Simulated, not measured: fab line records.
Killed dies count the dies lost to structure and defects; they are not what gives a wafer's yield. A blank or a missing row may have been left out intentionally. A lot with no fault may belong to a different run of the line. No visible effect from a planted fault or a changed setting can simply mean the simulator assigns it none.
Which tool did it?    flow n5_finfet    Sampling: 24 lots, 72 wafers, 6 of 1938 route steps

== WHAT THE GAUGES SHOWED, per wafer ==
Not one reading of a measure or inspect step in the record can be checked against a usual standard deviation.

== WHICH TOOL RAN EACH LOT (tool, then ch and the chambers of the sampled wafers, then the start) ==
lot   N5_MOL_CONTACT_COAG_CONTACT_ETCH_14  N5_MOL_CONTACT_COAG_PRE_CLEAN_141  N5_MOL_CONTACT_COAG_SPUTTER_143  N5_MOL_CONTACT_COAG_SPUTTER_130  N5_MOL_CONTACT_COAG_ETCH_124        N5_MOL_CONTACT_COAG_STRIP_49
L074  rie_diel-03 ch 0,1,2, day 4 13:44    pvd_sputter-01, day 4 15:35        pvd_sputter-01, day 4 15:39      pvd_sputter-03, day 4 18:35      rie_diel-03 ch 1,2, day 5 01:03     plasma_asher-01 ch 1, day 5 01:13
L075  rie_diel-04 ch 0,1,3, day 4 19:34    pvd_sputter-02, day 4 21:59        pvd_sputter-02, day 4 22:02      pvd_sputter-02, day 5 00:47      rie_diel-01 ch 1,2,3, day 5 06:50   plasma_asher-02 ch 0,1, day 5 07:00
L076  rie_diel-03 ch 0,1,2, day 5 02:35    pvd_sputter-01, day 5 07:50        pvd_sputter-01, day 5 07:53      pvd_sputter-03, day 5 13:08      rie_diel-03 ch 0,1, day 5 19:46     plasma_asher-01 ch 0,1, day 5 19:56
L077  rie_diel-01 ch 0,2,3, day 5 08:01    pvd_sputter-03, day 5 12:55        pvd_sputter-03, day 5 12:59      pvd_sputter-03, day 5 14:43      rie_diel-03 ch 0,3, day 5 21:55     plasma_asher-02 ch 0,1, day 5 22:05
L078  rie_diel-03 ch 0,2,3, day 5 16:10    pvd_sputter-01, day 5 17:39        pvd_sputter-01, day 5 17:43      pvd_sputter-02, day 5 19:45      rie_diel-01 ch 2,3, day 6 02:31     plasma_asher-02 ch 1, day 6 02:42
L079  rie_diel-01 ch 1,2, day 5 23:42      pvd_sputter-01, day 6 07:35        pvd_sputter-01, day 6 07:39      pvd_sputter-02, day 6 14:19      rie_diel-03 ch 0,2,3, day 6 21:08   plasma_asher-01 ch 0,1, day 6 21:20
L080  rie_diel-04 ch 0,1,3, day 6 04:36    pvd_sputter-02, day 6 07:41        pvd_sputter-02, day 6 07:45      pvd_sputter-02, day 6 14:03      rie_diel-03 ch 2,3, day 6 20:41     plasma_asher-02 ch 0,1, day 6 20:52
L081  rie_diel-01 ch 2,3, day 6 09:32      pvd_sputter-02, day 6 16:13        pvd_sputter-02, day 6 16:16      pvd_sputter-01, day 6 18:14      rie_diel-01 ch 1,2,3, day 7 00:43   plasma_asher-02 ch 0,1, day 7 00:55
L082  rie_diel-01 ch 0,1,3, day 6 13:07    pvd_sputter-02, day 6 15:28        pvd_sputter-02, day 6 15:32      pvd_sputter-02, day 6 17:19      rie_diel-01 ch 0,1, day 7 00:02     plasma_asher-01 ch 0,1, day 7 00:13
L083  rie_diel-04 ch 2,3, day 6 20:10      pvd_sputter-01, day 6 21:59        pvd_sputter-01, day 6 22:03      pvd_sputter-01, day 7 00:59      rie_diel-01 ch 0,3, day 7 07:48     plasma_asher-02 ch 1, day 7 07:59
L084  rie_diel-01 ch 0,2, day 7 05:03      pvd_sputter-01, day 7 07:25        pvd_sputter-01, day 7 07:28      pvd_sputter-02, day 7 10:21      rie_diel-04 ch 0,3, day 7 17:42     plasma_asher-02 ch 0,1, day 7 17:53
L085  rie_diel-03 ch 0,1,2, day 7 12:46    pvd_sputter-01, day 7 16:43        pvd_sputter-01, day 7 16:46      pvd_sputter-02, day 7 19:25      rie_diel-03 ch 0,1,3, day 8 01:28   plasma_asher-01 ch 0,1, day 8 01:38
L086  rie_diel-01 ch 1,2,3, day 7 17:15    pvd_sputter-01, day 7 20:26        pvd_sputter-01, day 7 20:29      pvd_sputter-02, day 7 23:33      rie_diel-01 ch 0,1,2, day 8 06:15   plasma_asher-02 ch 0,1, day 8 06:32
L087  rie_diel-04 ch 0,2,3, day 7 19:35    pvd_sputter-02, day 7 22:50        pvd_sputter-02, day 7 22:53      pvd_sputter-01, day 8 01:01      rie_diel-03 ch 1,2, day 8 07:02     plasma_asher-02 ch 0,1, day 8 07:13
L088  rie_diel-03 ch 0,1,2, day 8 01:50    pvd_sputter-01, day 8 05:04        pvd_sputter-01, day 8 05:07      pvd_sputter-02, day 8 07:33      rie_diel-04 ch 0,1,2, day 8 13:38   plasma_asher-02 ch 0,1, day 8 13:53
L089  rie_diel-01 ch 1,2,3, day 8 09:14    pvd_sputter-02, day 8 12:11        pvd_sputter-02, day 8 12:14      pvd_sputter-03, day 8 15:18      rie_diel-03 ch 1,2,3, day 8 21:12   plasma_asher-01 ch 0,1, day 8 21:22
L090  rie_diel-03 ch 0,2,3, day 8 18:20    pvd_sputter-01, day 8 22:29        pvd_sputter-01, day 8 22:33      pvd_sputter-01, day 9 01:14      rie_diel-01 ch 0,1, day 9 07:50     plasma_asher-02 ch 0,1, day 9 08:01
L091  rie_diel-03 ch 2,3, day 8 22:17      pvd_sputter-01, day 9 01:01        pvd_sputter-01, day 9 01:04      pvd_sputter-03, day 9 03:52      rie_diel-04 ch 0,1,2, day 9 11:13   plasma_asher-02 ch 0,1, day 9 11:43
L092  rie_diel-03 ch 0,3, day 9 04:44      pvd_sputter-03, day 9 06:54        pvd_sputter-03, day 9 06:58      pvd_sputter-01, day 9 09:13      rie_diel-04 ch 0,1, day 9 15:44     plasma_asher-01 ch 0,1, day 9 15:55
L093  rie_diel-01 ch 0,1,2, day 9 09:19    pvd_sputter-02, day 9 12:28        pvd_sputter-02, day 9 12:31      pvd_sputter-03, day 9 15:02      rie_diel-03 ch 0,1,2, day 9 20:51   plasma_asher-01 ch 0,1, day 9 21:02
L094  rie_diel-04 ch 0,1, day 9 20:49      pvd_sputter-01, day 9 22:33        pvd_sputter-01, day 9 22:37      pvd_sputter-03, day 10 02:11     rie_diel-03 ch 1,2,3, day 10 08:27  plasma_asher-02 ch 0,1, day 10 08:37
L095  rie_diel-04 ch 1,3, day 9 23:38      pvd_sputter-02, day 10 03:00       pvd_sputter-02, day 10 03:04     pvd_sputter-02, day 10 05:14     rie_diel-04 ch 2,3, day 10 11:47    plasma_asher-01 ch 0,1, day 10 11:58
L096  rie_diel-03 ch 1,3, day 10 03:01     pvd_sputter-03, day 10 05:02       pvd_sputter-03, day 10 05:05     pvd_sputter-03, day 10 08:57     rie_diel-03 ch 1,3, day 10 15:32    plasma_asher-02 ch 0,1, day 10 15:43
L097  rie_diel-03 ch 0,1,3, day 10 11:21   pvd_sputter-02, day 10 13:28       pvd_sputter-02, day 10 13:31     pvd_sputter-01, day 10 15:33     rie_diel-01 ch 2,3, day 10 21:31    plasma_asher-02 ch 0,1, day 10 21:43
- N5_MOL_CONTACT_COAG_CONTACT_ETCH_14: etches SiO2 in C4F6/O2, target depth 27.5 nm, overetch 8.5 nm, time 20 s.
- N5_MOL_CONTACT_COAG_PRE_CLEAN_141: time 60 s.
- N5_MOL_CONTACT_COAG_SPUTTER_143: material Co, target thk 2.5 nm.
- N5_MOL_CONTACT_COAG_SPUTTER_130: material Co, target thk 47.5 nm.
- N5_MOL_CONTACT_COAG_ETCH_124: etches SiNx in CH3F/O2, stops on SiOC, target depth 6.5 nm.
- N5_MOL_CONTACT_COAG_STRIP_49: strips in N2/H2, time 30 s.

== WHAT THE TOOLS THEMSELVES READ (means of the sampled wafers that have a number; where no wafer has one, the mark that the record gives instead) ==
N5_MOL_CONTACT_COAG_CONTACT_ETCH_14. Usual: drypump_motor_current_A 5.70 A, standard deviation 0.2; oes_product_au 0.66 a.u., standard deviation 0.056; rf_vpp_V 692.7 V, standard deviation 3; showerhead_plenum_p_Torr 2.87 Torr, standard deviation 0.082; throttle_valve_pct 21.32 %, standard deviation 0.17.
lot   tool         drypump_motor_current_A (A)  oes_product_au (a.u.)  rf_vpp_V (V)  showerhead_plenum_p_Torr (Torr)  throttle_valve_pct (%)  flag
L074  rie_diel-03  5.76                         0.66                   694.0         2.88                             21.30                   
L075  rie_diel-04  5.67                         0.62                   692.5         2.86                             21.43                   
L076  rie_diel-03  5.76                         0.66                   692.3         2.88                             21.29                   
L077  rie_diel-01  5.74                         0.66                   691.6         2.84                             21.32                   
L078  rie_diel-03  5.71                         0.66                   692.9         2.87                             21.24                   
L079  rie_diel-01  5.63                         0.69                   694.3         2.94                             21.56                   
L080  rie_diel-04  5.67                         0.61                   692.2         2.86                             21.44                   
L081  rie_diel-01  5.71                         0.64                   692.0         2.87                             21.47                   
L082  rie_diel-01  5.71                         0.69                   693.7         2.89                             21.22                   
L083  rie_diel-04  5.34                         0.62                   696.1         2.97                             21.34                   
L084  rie_diel-01  5.68                         0.68                   691.7         2.86                             21.53                   
L085  rie_diel-03  5.76                         0.64                   692.2         2.87                             21.33                   
L086  rie_diel-01  5.68                         0.65                   693.9         2.91                             21.38                   
L087  rie_diel-04  5.49                         0.68                   694.6         2.91                             21.36                   
L088  rie_diel-03  5.75                         0.64                   693.1         2.87                             21.33                   
L089  rie_diel-01  5.67                         0.65                   693.7         2.91                             21.39                   
L090  rie_diel-03  5.69                         0.64                   691.7         2.86                             21.25                   
L091  rie_diel-03  5.88                         0.64                   693.3         2.91                             21.26                   
L092  rie_diel-03  5.57                         0.62                   689.8         2.82                             21.26                   
L093  rie_diel-01  5.63                         0.69                   692.9         2.90                             21.43                   
L094  rie_diel-04  5.88                         0.78                   690.7         2.80                             21.16                   
L095  rie_diel-04  5.71                         0.73                   692.5         2.84                             21.05                   
L096  rie_diel-03  5.73                         0.67                   689.0         2.78                             21.42                   
L097  rie_diel-03  5.65                         0.64                   689.9         2.80                             21.35                   

N5_MOL_CONTACT_COAG_PRE_CLEAN_141. Usual: heater_power_w reads 441 W (standard deviation 40).
lot   tool            heater_power_w (W)  flag
L074  pvd_sputter-01  464                 
L075  pvd_sputter-02  434                 
L076  pvd_sputter-01  454                 
L077  pvd_sputter-03  452                 
L078  pvd_sputter-01  468                 
L079  pvd_sputter-01  473                 
L080  pvd_sputter-02  416                 
L081  pvd_sputter-02  455                 
L082  pvd_sputter-02  433                 
L083  pvd_sputter-01  467                 
L084  pvd_sputter-01  474                 
L085  pvd_sputter-01  446                 
L086  pvd_sputter-01  450                 
L087  pvd_sputter-02  442                 
L088  pvd_sputter-01  440                 
L089  pvd_sputter-02  408                 
L090  pvd_sputter-01  450                 
L091  pvd_sputter-01  442                 
L092  pvd_sputter-03  456                 
L093  pvd_sputter-02  411                 
L094  pvd_sputter-01  467                 
L095  pvd_sputter-02  442                 
L096  pvd_sputter-03  427                 
L097  pvd_sputter-02  452                 

N5_MOL_CONTACT_COAG_SPUTTER_143. Usual: chamber_pressure_pa 0.2000 Pa, standard deviation 0.00044; substrate_temp_c 25.01 C, standard deviation 0.1; throttle_valve_pct 29.9 %, standard deviation 0.67.
lot   tool            chamber_pressure_pa (Pa)  substrate_temp_c (C)  throttle_valve_pct (%)  flag
L074  pvd_sputter-01  0.1998                    25.15                 29.3                    
L075  pvd_sputter-02  0.2000                    24.91                 29.9                    
L076  pvd_sputter-01  0.2001                    24.95                 29.2                    
L077  pvd_sputter-03  0.2006                    24.94                 30.9                    
L078  pvd_sputter-01  0.1998                    24.91                 30.2                    
L079  pvd_sputter-01  0.2002                    24.98                 30.4                    
L080  pvd_sputter-02  0.1997                    24.96                 29.9                    
L081  pvd_sputter-02  0.2002                    25.13                 30.1                    
L082  pvd_sputter-02  0.1998                    24.99                 29.9                    
L083  pvd_sputter-01  0.1997                    24.95                 29.4                    
L084  pvd_sputter-01  0.1999                    25.10                 29.6                    
L085  pvd_sputter-01  0.2002                    25.10                 30.0                    
L086  pvd_sputter-01  0.2003                    24.97                 29.9                    
L087  pvd_sputter-02  0.2000                    25.02                 30.0                    
L088  pvd_sputter-01  0.1997                    24.97                 30.7                    
L089  pvd_sputter-02  0.2000                    25.06                 29.5                    
L090  pvd_sputter-01  0.2001                    24.95                 29.5                    
L091  pvd_sputter-01  0.1998                    25.08                 30.1                    
L092  pvd_sputter-03  0.1996                    24.97                 30.6                    
L093  pvd_sputter-02  0.2008                    25.00                 29.6                    
L094  pvd_sputter-01  0.2002                    24.94                 30.2                    
L095  pvd_sputter-02  0.1996                    24.96                 30.1                    
L096  pvd_sputter-03  0.1997                    25.02                 29.6                    
L097  pvd_sputter-02  0.2000                    25.09                 30.3                    

N5_MOL_CONTACT_COAG_SPUTTER_130. Usual: chamber_pressure_pa 0.5001 Pa, standard deviation 0.001; substrate_temp_c 24.99 C, standard deviation 0.1; throttle_valve_pct 29.9 %, standard deviation 0.72.
lot   tool            chamber_pressure_pa (Pa)  substrate_temp_c (C)  throttle_valve_pct (%)  flag
L074  pvd_sputter-03  0.4996                    24.94                 29.8                    
L075  pvd_sputter-02  0.5005                    24.99                 29.7                    
L076  pvd_sputter-03  0.4994                    24.95                 29.8                    
L077  pvd_sputter-03  0.5005                    24.99                 29.5                    
L078  pvd_sputter-02  0.4997                    25.05                 30.2                    
L079  pvd_sputter-02  0.5006                    25.01                 29.9                    
L080  pvd_sputter-02  0.5002                    25.07                 29.4                    
L081  pvd_sputter-01  0.4998                    25.02                 29.7                    
L082  pvd_sputter-02  0.4998                    24.90                 30.1                    
L083  pvd_sputter-01  0.4989                    25.13                 29.5                    
L084  pvd_sputter-02  0.5001                    25.05                 30.1                    
L085  pvd_sputter-02  0.5005                    25.01                 30.0                    
L086  pvd_sputter-02  0.5011                    24.91                 30.3                    
L087  pvd_sputter-01  0.5009                    24.96                 30.0                    
L088  pvd_sputter-02  0.5012                    25.01                 29.8                    
L089  pvd_sputter-03  0.4997                    25.04                 29.6                    
L090  pvd_sputter-01  0.4999                    25.07                 29.4                    
L091  pvd_sputter-03  0.4996                    24.97                 29.8                    
L092  pvd_sputter-01  0.4997                    24.87                 30.1                    
L093  pvd_sputter-03  0.5004                    24.90                 30.4                    
L094  pvd_sputter-03  0.5008                    24.96                 29.7                    
L095  pvd_sputter-02  0.5006                    25.05                 29.9                    
L096  pvd_sputter-03  0.5009                    25.03                 30.2                    
L097  pvd_sputter-01  0.4991                    25.04                 30.6                    

N5_MOL_CONTACT_COAG_ETCH_124. Usual: drypump_motor_current_A 5.68 A, standard deviation 0.19; oes_product_au 0.68 a.u., standard deviation 0.062; rf_vpp_V 297 V, standard deviation 11; showerhead_plenum_p_Torr 1.99 Torr, standard deviation 0.061; throttle_valve_pct 16.37 %, standard deviation 0.19.
lot   tool         drypump_motor_current_A (A)  oes_product_au (a.u.)  rf_vpp_V (V)  showerhead_plenum_p_Torr (Torr)  throttle_valve_pct (%)  flag
L074  rie_diel-03  5.91                         0.67                   293           2.04                             16.38                   
L075  rie_diel-01  5.69                         0.67                   311           2.03                             16.38                   
L076  rie_diel-03  5.69                         0.67                   285           1.96                             16.42                   
L077  rie_diel-03  5.61                         0.67                   289           1.95                             16.27                   
L078  rie_diel-01  5.79                         0.62                   309           1.98                             16.39                   
L079  rie_diel-03  5.70                         0.65                   292           2.00                             16.32                   
L080  rie_diel-03  5.75                         0.68                   293           1.98                             16.29                   
L081  rie_diel-01  5.68                         0.66                   312           2.03                             16.41                   
L082  rie_diel-01  5.59                         0.73                   306           2.06                             16.26                   
L083  rie_diel-01  5.82                         0.64                   299           1.96                             16.25                   
L084  rie_diel-04  5.64                         0.76                   301           1.99                             16.37                   
L085  rie_diel-03  5.65                         0.66                   287           1.95                             16.37                   
L086  rie_diel-01  5.65                         0.69                   303           2.02                             16.43                   
L087  rie_diel-03  5.89                         0.66                   293           2.03                             16.42                   
L088  rie_diel-04  5.71                         0.74                   301           1.98                             16.21                   
L089  rie_diel-03  5.78                         0.67                   290           1.98                             16.39                   
L090  rie_diel-01  5.60                         0.71                   305           2.05                             16.32                   
L091  rie_diel-04  5.72                         0.73                   302           1.98                             16.22                   
L092  rie_diel-04  5.86                         0.78                   301           1.95                             16.18                   
L093  rie_diel-03  5.75                         0.64                   288           1.99                             16.45                   
L094  rie_diel-03  5.78                         0.66                   290           1.97                             16.41                   
L095  rie_diel-04  5.31                         0.70                   305           2.05                             16.42                   
L096  rie_diel-03  5.73                         0.67                   286           1.93                             16.45                   
L097  rie_diel-01  5.79                         0.75                   308           1.96                             16.14                   

N5_MOL_CONTACT_COAG_STRIP_49. Usual: drypump_motor_current_A 6.1 A, standard deviation 0.31; heater_power_w 300 W, standard deviation 15; temp_c 250.00 C, standard deviation 0.2.
lot   tool             drypump_motor_current_A (A)  heater_power_w (W)  temp_c (C)  flag
L074  plasma_asher-01  5.8                          325                 250.04      
L075  plasma_asher-02  6.0                          289                 250.03      
L076  plasma_asher-01  6.1                          318                 249.93      
L077  plasma_asher-02  6.0                          290                 250.07      
L078  plasma_asher-02  6.3                          289                 249.99      
L079  plasma_asher-01  6.3                          312                 249.82      
L080  plasma_asher-02  6.0                          290                 250.26      
L081  plasma_asher-02  6.2                          287                 249.78      
L082  plasma_asher-01  6.1                          317                 250.06      
L083  plasma_asher-02  6.3                          291                 250.15      
L084  plasma_asher-02  6.0                          289                 249.94      
L085  plasma_asher-01  6.1                          322                 249.90      
L086  plasma_asher-02  6.1                          294                 249.94      
L087  plasma_asher-02  6.2                          291                 249.96      
L088  plasma_asher-02  6.0                          289                 249.98      
L089  plasma_asher-01  6.3                          310                 250.05      
L090  plasma_asher-02  6.1                          290                 250.11      
L091  plasma_asher-02  6.1                          290                 250.04      
L092  plasma_asher-01  6.0                          317                 249.76      
L093  plasma_asher-01  6.3                          312                 249.96      
L094  plasma_asher-02  6.0                          287                 250.06      
L095  plasma_asher-01  6.0                          321                 250.02      
L096  plasma_asher-02  6.2                          290                 250.16      
L097  plasma_asher-02  6.2                          289                 249.87      

== THE ANSWER, worked out from the rows above alone ==
Rule: lot off if the mean of its wafers having a number is beyond 3 standard deviations from the usual mean. A lot without any number at a reading at which 4 lots or more have one is off too. All remaining lots with rows at the step are treated as sound. First the gauges in route order, then the tools' own readings, where a lot's mean is used as printed above. The first step at which some lot is off is used, and at that step the reading that is off furthest; a lot without a number counts as furthest.
No lot is off on any of the readings shown, so nothing can be concluded from this.

== WHAT THE SIMULATOR PUT IN ==
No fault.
